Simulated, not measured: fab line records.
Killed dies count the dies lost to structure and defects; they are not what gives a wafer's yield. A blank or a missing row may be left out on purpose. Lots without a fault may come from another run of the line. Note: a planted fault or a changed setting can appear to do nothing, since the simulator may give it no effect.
fab line records -- flow nand_harc
record lots=6, wafers=18, last_day=24
route steps=1159 shown A_M0@1019 A_M1@1026 END@1159
lots untouched by any fault: they come from a run of this same line in which no faults occurred
start_h: hours from the record's opening day to when the first of the lot's shown wafers began -- wait_h: how many hours have passed since the lot's step before this one -- " identical to the entry in the row above -- L1.1+2: a single row standing in for several wafers -- - no value, or no start given -- * or withheld: withheld -- < > ~ a bound
route shown NAME@n: names a module that has steps shown in the file, with the first one's number in the route -- usual: average and standard deviation across the fault-free wafers -- same: alike in all rows -- chamber/n: place in a boat -- sites: the reading at each site -- _std_site: standard deviation across them -- _edge_site: outer sites' mean less inner sites' -- radius_mm: how far each site lies from the wafer's centre -- mask NAME#n: copy n -- behind: tool/chamber where the wafer was last shaped -- hold: cause of the lot's hold/its duration in hours/its outcome -- device: the n, p or np transistor that did not switch -- end of line: the same wafers' tests at the end of the route -- where a step has no rows: the recipe by itself -- killed: at the first sort, the dies lost to defects and structure; wafer yield is something else -- map: shows each die of a wafer: x if killed, . if not, _ if none is there
set.NAME: setting as actually run; set.NAME@STEP: the setting as run at that earlier step -- model.NAME: the simulator's own value behind a step, which no gauge read
certain route steps with their lots: each step a table, each wafer a row
services: the hour from which a tool's chamber was out of use, counted from the record's first day as start_h (under 0 if before that day), plus the number of hours and why
## steps
# step NHARC_A_M0_CMP_23
# recipe t_overpolish_s=20, target_thk_nm=113.75
# usual edge_zone_pressure_frac=0.999/0.0048, motor_current_A=12.3/1.1, time_to_endpoint_s=28.9/2.6
lot.wafer,tool,chamber,start_h,wait_h,edge_zone_pressure_frac,motor_current_A,time_to_endpoint_s
L409.4,cmp-02,2,404.39,-,0.997,12.0,29.2
L409.2,cmp-02,0,404.39,-,1.000,14.1,28.8
L409.5,cmp-02,2,404.39,-,0.998,12.2,28.0
L413.4,cmp-04,3,431.21,-,1.002,10.9,27.2
L413.5,cmp-04,2,431.21,-,0.992,14.5,31.6
L413.6,cmp-04,3,431.21,-,0.998,10.7,30.6
L415.3,cmp-03,1,446.61,-,1.007,11.6,30.1
L415.2,cmp-03,3,446.61,-,0.996,12.7,29.1
L415.1,cmp-03,0,446.61,-,0.999,10.8,26.9
L425.2,cmp-04,0,506.30,-,0.997,13.2,26.3
L425.1,cmp-04,1,506.30,-,1.002,11.4,22.8
L425.3,cmp-04,2,506.30,-,1.002,14.1,26.5
L431.1,cmp-04,0,532.83,-,1.000,13.6,26.0
L431.4,cmp-04,2,532.83,-,1.000,13.6,28.0
L431.5,cmp-04,3,532.83,-,0.994,10.9,26.8
L430.2,cmp-03,1,537.66,-,0.991,11.0,29.9
L430.5,cmp-03,2,537.66,-,1.007,14.3,28.8
L430.6,cmp-03,3,537.66,-,1.002,12.6,30.7
# step NHARC_A_M0_THK_MEAS_24
# recipe thk_meas_gauge=xrf
# usual thk_nm=114.1/1.4
lot.wafer,tool,chamber,start_h,wait_h,thk_nm
L409.2,film_metro-02,-,404.68,-,116.7
L409.4,film_metro-02,-,404.68,-,116.6
L409.5,film_metro-02,-,404.68,-,114.7
L413.4,film_metro-01,-,431.51,-,115.7
L413.5,film_metro-01,-,431.51,-,115.3
L413.6,film_metro-01,-,431.51,-,113.6
L415.1,film_metro-01,-,446.93,-,114.6
L415.2,film_metro-01,-,446.93,-,112.2
L415.3,film_metro-01,-,446.93,-,111.9
L425.1,film_metro-02,-,506.62,-,112.9
L425.2,film_metro-02,-,506.62,-,113.2
L425.3,film_metro-02,-,506.62,-,114.8
L431.1,film_metro-01,-,533.12,-,115.8
L431.4,film_metro-01,-,533.12,-,112.1
L431.5,film_metro-01,-,533.12,-,113.3
L430.2,film_metro-02,-,537.89,-,111.4
L430.5,film_metro-02,-,537.89,-,113.2
L430.6,film_metro-02,-,537.89,-,113.3
# step NHARC_A_M0_SRD_25
# step NHARC_A_M0_INSPECT_27
# usual raw_defect_count=397/93
lot.wafer,tool,chamber,start_h,wait_h,raw_defect_count
L409.2,defect_inspect-01,-,404.85,0.0,285
L409.4,defect_inspect-01,-,404.85,0.0,300
L409.5,defect_inspect-01,-,404.85,0.0,280
L413.4,defect_inspect-01,-,431.67,0.0,419
L413.5,defect_inspect-01,-,431.67,0.0,361
L413.6,defect_inspect-01,-,431.67,0.0,387
L415.1,defect_inspect-01,-,447.08,0.0,469
L415.2,defect_inspect-01,-,447.08,0.0,374
L415.3,defect_inspect-01,-,447.08,0.0,385
L425.1,defect_inspect-01,-,506.77,0.0,443
L425.2,defect_inspect-01,-,506.77,0.0,354
L425.3,defect_inspect-01,-,506.77,0.0,370
L431.1,defect_inspect-02,-,533.28,0.0,396
L431.4,defect_inspect-02,-,533.28,0.0,355
L431.5,defect_inspect-02,-,533.28,0.0,335
L430.2,defect_inspect-02,-,538.05,0.0,302
L430.5,defect_inspect-02,-,538.05,0.0,454
L430.6,defect_inspect-02,-,538.05,0.0,474
# step NHARC_A_M0_PRE_CLEAN_31
# recipe time_s=12, temp_c=370, rf_power_w=300, gas=NH3
# usual heater_power_w=655/62
lot.wafer,tool,chamber,start_h,wait_h,heater_power_w
L409.2,pecvd-04,1,404.93,0.1,732
L409.4,pecvd-04,0,404.93,0.1,706
L409.5,pecvd-04,1,404.93,0.1,728
L413.6,pecvd-04,2,431.77,0.1,674
L413.4,pecvd-04,0,431.77,0.1,680
L413.5,pecvd-04,1,431.77,0.1,697
L415.1,pecvd-01,1,447.15,0.1,571
L415.3,pecvd-01,2,447.15,0.1,702
L415.2,pecvd-01,0,447.15,0.1,683
L425.2,pecvd-03,1,506.84,0.1,607
L425.3,pecvd-03,2,506.84,0.1,658
L425.1,pecvd-03,0,506.84,0.1,510
L431.1,pecvd-01,2,533.36,0.1,591
L431.5,pecvd-01,1,533.36,0.1,648
L431.4,pecvd-01,0,533.36,0.1,603
L430.2,pecvd-04,2,538.14,0.1,632
L430.5,pecvd-04,1,538.14,0.1,715
L430.6,pecvd-04,2,538.14,0.1,659
# step NHARC_A_M0_DEP_32
# recipe target_thk_a=300, temp_c=370, target_thk_nm=30, pressure_torr=3, flow_sccm=200, rf_w=450, material=SiCN
# usual heater_power_w=595/62
lot.wafer,tool,chamber,start_h,wait_h,heater_power_w
L409.2,pecvd-04,1,405.04,0.1,654
L409.4,pecvd-04,0,405.04,0.1,613
L409.5,pecvd-04,1,405.04,0.1,660
L413.6,pecvd-04,2,431.94,0.2,640
L413.4,pecvd-04,0,431.94,0.2,519
L413.5,pecvd-04,1,431.94,0.2,671
L415.1,pecvd-01,1,447.23,0.1,601
L415.3,pecvd-01,2,447.23,0.1,598
L415.2,pecvd-01,0,447.23,0.1,517
L425.2,pecvd-03,1,506.92,0.1,626
L425.3,pecvd-03,2,506.92,0.1,633
L425.1,pecvd-03,0,506.92,0.1,497
L431.1,pecvd-01,2,533.46,0.1,637
L431.5,pecvd-01,1,533.46,0.1,554
L431.4,pecvd-01,0,533.46,0.1,508
L430.2,pecvd-04,2,538.28,0.1,585
L430.5,pecvd-04,1,538.28,0.1,630
L430.6,pecvd-04,2,538.28,0.1,568
# step NHARC_A_M1_DEP_00
# recipe target_thk_a=1825, target_thk_nm=182.5, temp_c=withheld, pressure_torr=5, flow_sccm=200, rf_w=600, material=SiOC
# step NHARC_A_M1_DEHYDRATE_01
# recipe temp_c=150, time_s=120
# step NHARC_A_M1_HMDS_02
# recipe time_s=30
# step NHARC_A_M1_COAT_34
# recipe temp_c=200, time_s=65
# step NHARC_A_M1_COAT_03
# recipe spin_rpm=1500, resist_thk_nm=90
# step NHARC_A_M1_SOFTBAKE_04
# recipe temp_c=105, time_s=55
# usual heater_power_total_W=188.45/0.13
lot.wafer,tool,chamber,start_h,wait_h,heater_power_total_W
L409.2,litho_track-01,0,405,-,188.61
L409.4,litho_track-01,0,405,-,188.35
L409.5,litho_track-01,0,405,-,188.42
L413.4,litho_track-04,0,432,-,188.66
L413.5,litho_track-04,0,432,-,188.49
L413.6,litho_track-04,0,432,-,188.38
L415.1,litho_track-04,0,448,-,188.48
L415.2,litho_track-04,0,448,-,188.50
L415.3,litho_track-04,0,448,-,188.37
L425.1,litho_track-01,0,507,-,188.54
L425.2,litho_track-01,0,507,-,188.44
L425.3,litho_track-01,0,507,-,222.65
L431.1,litho_track-06,0,534,-,188.40
L431.4,litho_track-06,0,534,-,188.35
L431.5,litho_track-06,0,534,-,188.29
L430.2,litho_track-01,0,539,-,188.30
L430.5,litho_track-01,0,539,-,188.45
L430.6,litho_track-01,0,539,-,222.65
# step NHARC_A_M1_EBR_05
# step NHARC_END_SORT_01
# recipe temp_c=25
# usual defect_limited_yield=95.1/1.6, killed_at_array=29/11, killed_at_other=0.6/0.92, killed_at_periphery=3.2/2, killed_dies=33/11, killed_open=3.2/2, killed_short=1.9/1.5, sort_bin_2_pct=1.6/0.67, sort_bin_3_pct=0.26/0.22, sort_bin_4_pct=3.1/1.1, sort_n_pass=644/11, sort_rim_yield_pct=96.3/2.5, sort_yield_pct=95.1/1.6
# same gross_dies=677, sort_bin_5_pct[%]=0, sort_bin_6_pct[%]=0, sort_bin_7_pct[%]=0, sort_bin_8_pct[%]=0, sort_rim_n_gross=106.00
lot.wafer,tool,chamber,start_h,wait_h,defect_limited_yield[%],killed_at_array,killed_at_other,killed_at_periphery,killed_dies,killed_open,killed_short,sort_bin_2_pct[%],sort_bin_3_pct[%],sort_bin_4_pct[%],sort_n_pass,sort_rim_yield_pct[%],sort_yield_pct[%]
L409.2,prober-02,0,439.05,2.8,95.6,25,2,3,30,4,4,1.6,0,2.8,647,94.3,95.6
L409.4,prober-02,0,440.66,3.4,96.3,23,2,0,25,5,1,2.1,0,1.6,652,98.1,96.3
L409.5,prober-02,0,441.46,3.7,95.6,26,1,3,30,0,2,1.6,0.15,2.7,647,92.5,95.6
L415.1,prober-02,0,484.86,2.6,97.3,12,2,4,18,2,1,0.7,0,1.9,659,100.0,97.3
L415.2,prober-02,0,485.67,2.9,97.0,15,2,3,20,3,3,1.2,0.15,1.6,657,99.1,97.0
L415.3,prober-02,0,486.48,3.2,97.8,11,0,4,15,2,0,0.6,0,1.6,662,97.2,97.8
L425.1,prober-01,0,546.02,2.5,95.3,29,0,3,32,1,0,1.8,0,3.0,645,93.4,95.3
L425.2,prober-01,0,546.82,2.8,92.8,48,0,1,49,1,2,2.5,0.30,4.4,628,95.3,92.8
L425.3,prober-01,0,547.63,3.1,95.7,28,0,1,29,3,2,1.3,0.15,2.8,648,88.7,95.7
L431.1,prober-02,0,578.40,2.5,93.1,42,0,5,47,4,1,2.2,0.30,4.4,630,91.5,93.1
L430.2,prober-01,0,580.15,2.8,95.4,28,0,3,31,5,4,1.5,0.15,3.0,646,99.1,95.4
L430.5,prober-01,0,582.54,3.7,94.7,33,1,2,36,6,1,2.5,0.30,2.5,641,98.1,94.7
L430.6,prober-01,0,583.33,4.0,95.4,31,0,0,31,1,5,1.3,0.15,3.1,646,94.3,95.4
# killed by level:class
L409.2 A_SGD_CUT:chamber_film_flake=5 A_SLIT:chamber_film_flake=5 A_STAIRCASE:chamber_film_flake=4 A_CHANNEL_HOLE_D1:chamber_film_flake=3 A_CONTACT:chamber_film_flake=3 P_M0:geometric_particle:open=2 THIN_TSV:chamber_film_flake=2 P_CONTACT:geometric_particle:open=1
L409.4 A_SLIT:chamber_film_flake=9 A_CONTACT:chamber_film_flake=5 A_WL_FILL:geometric_particle:open=2 A_STAIRCASE:chamber_film_flake=2 THIN_TSV:chamber_film_flake=2 A_ONON_D1:geometric_particle:open=1 A_CHANNEL_FILL_D1:geometric_particle:short=1 A_CHANNEL_FILL_D1:geometric_particle:open=1
L409.5 A_SLIT:chamber_film_flake=10 A_SGD_CUT:chamber_film_flake=6 P_ZERO_WELL:chamber_film_flake=3 A_CONTACT:chamber_film_flake=3 A_CHANNEL_HOLE_D1:chamber_film_flake=2 A_ONON_D1:geometric_particle:short=1 A_WL_FILL:geometric_particle:short=1 A_STAIRCASE:chamber_film_flake=1
L415.1 A_STAIRCASE:chamber_film_flake=4 A_CONTACT:chamber_film_flake=3 A_CHANNEL_FILL_D1:geometric_particle:open=2 P_ZERO_WELL:chamber_film_flake=2 A_WL_FILL:chamber_film_flake=2 THIN_TSV:chamber_film_flake=2 A_CHANNEL_FILL_D1:geometric_particle:short=1 P_M1:chamber_film_flake=1
L415.2 A_CHANNEL_HOLE_D1:chamber_film_flake=4 A_WL_FILL:geometric_particle:short=2 A_STAIRCASE:chamber_film_flake=2 A_CONTACT:chamber_film_flake=2 THIN_TSV:chamber_film_flake=2 P_M0:geometric_particle:open=1 A_ONON_D1:geometric_particle:open=1 A_STAIRCASE:geometric_particle:open=1
L415.3 P_ZERO_WELL:chamber_film_flake=3 A_STAIRCASE:chamber_film_flake=3 A_CHANNEL_HOLE_D1:chamber_film_flake=2 A_CONTACT:chamber_film_flake=2 P_STI:geometric_particle:open=1 A_CONTACT:geometric_particle:open=1 A_ZERO_WELL:chamber_film_flake=1 A_CHANNEL_FILL_D1:chamber_film_flake=1
L425.1 A_SLIT:chamber_film_flake=9 A_CHANNEL_HOLE_D1:chamber_film_flake=6 A_STAIRCASE:chamber_film_flake=6 A_CONTACT:chamber_film_flake=6 P_GATE:chamber_film_flake=2 A_CONTACT:geometric_particle:open=1 P_STI:chamber_film_flake=1 A_CHANNEL_FILL_D1:chamber_film_flake=1
L425.2 A_SLIT:chamber_film_flake=25 A_CONTACT:chamber_film_flake=8 A_CHANNEL_HOLE_D1:chamber_film_flake=6 A_STAIRCASE:chamber_film_flake=3 A_WL_FILL:geometric_particle:short=1 A_CONTACT:geometric_particle:open=1 A_M0:geometric_particle:short=1 P_GATE:chamber_film_flake=1
L425.3 A_SLIT:chamber_film_flake=12 A_CHANNEL_HOLE_D1:chamber_film_flake=7 A_STAIRCASE:chamber_film_flake=2 P_CONTACT:geometric_particle:open=1 A_WL_FILL:geometric_particle:short=1 A_BLC:geometric_particle:open=1 A_M0:geometric_particle:open=1 A_M0:geometric_particle:short=1
L431.1 A_SLIT:chamber_film_flake=17 A_CHANNEL_HOLE_D1:chamber_film_flake=7 A_CONTACT:chamber_film_flake=6 A_BLC:chamber_film_flake=6 P_M2:chamber_film_flake=3 A_STAIRCASE:chamber_film_flake=2 P_M2:geometric_particle:short=1 A_CHANNEL_FILL_D1:geometric_particle:open=1
L430.2 A_SLIT:chamber_film_flake=12 A_CONTACT:chamber_film_flake=4 A_CHANNEL_HOLE_D1:chamber_film_flake=3 P_M0:geometric_particle:open=2 A_ONON_D1:geometric_particle:short=2 A_CHANNEL_FILL_D1:geometric_particle:open=1 A_STAIRCASE:geometric_particle:short=1 A_WL_FILL:geometric_particle:short=1
L430.5 A_CHANNEL_HOLE_D1:chamber_film_flake=13 A_SLIT:chamber_film_flake=11 A_BLC:geometric_particle:open=3 A_CONTACT:chamber_film_flake=3 P_M0:geometric_particle:open=1 A_SGD_CUT:geometric_particle:open=1 A_M0:geometric_particle:open=1 A_M0:geometric_particle:short=1
L430.6 A_SLIT:chamber_film_flake=15 A_CHANNEL_HOLE_D1:chamber_film_flake=3 A_CHANNEL_FILL_D1:geometric_particle:short=2 A_WL_FILL:geometric_particle:short=2 A_STAIRCASE:chamber_film_flake=2 A_WL_FILL:chamber_film_flake=2 A_CONTACT:chamber_film_flake=2 A_ONON_D1:geometric_particle:short=1
## services
tool,chamber,start_h,hours,kind
pecvd-04,0,389.48,-,clean
pecvd-04,1,389.48,-,clean
pecvd-04,2,389.48,-,clean
cmp-04,-,399.00,4.0,pm
pecvd-03,-,406.40,0.5,repair
pecvd-01,-,418.26,13.0,pm
pecvd-01,0,418.26,13.0,vent_cycle
cmp-02,-,422.62,4.0,pm
cmp-04,-,424.51,1.5,repair
cmp-03,-,433.16,0.2,repair
cmp-02,-,441.49,0.4,repair
litho_track-01,-,443.00,7.0,pm
cmp-04,-,446.26,0.6,repair
cmp-03,-,450.06,4.0,pm
litho_track-06,-,467.00,7.0,pm
pecvd-03,-,473.36,13.0,pm
pecvd-04,0,473.71,4.8,repair
pecvd-04,-,477.65,1.1,repair
litho_track-04,-,491.00,7.0,pm
pecvd-03,0,493.93,5.8,repair
cmp-04,-,497.04,4.0,pm
cmp-04,-,514.07,4.3,repair
cmp-02,-,520.58,0.3,repair
cmp-02,-,520.90,4.0,pm
## key
first_sign step=NHARC_A_M1_SOFTBAKE_04, reading=heater_power_total_W, direction=up, sigmas=99+, usual=*, struck=*
effect none on later readings
met_at NHARC_A_M1_SOFTBAKE_04
struck_wafers L425.3,L430.6
onset_between 405 507
fault kind=process_parameter_drift, tool=litho_track-01, chamber=-, onset_h=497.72, steps=NHARC_A_M1_SOFTBAKE_04, channel=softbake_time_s, offset=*, shape=step, end_h=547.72, scope=struck_wafers_only, acts_in=*, stated=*
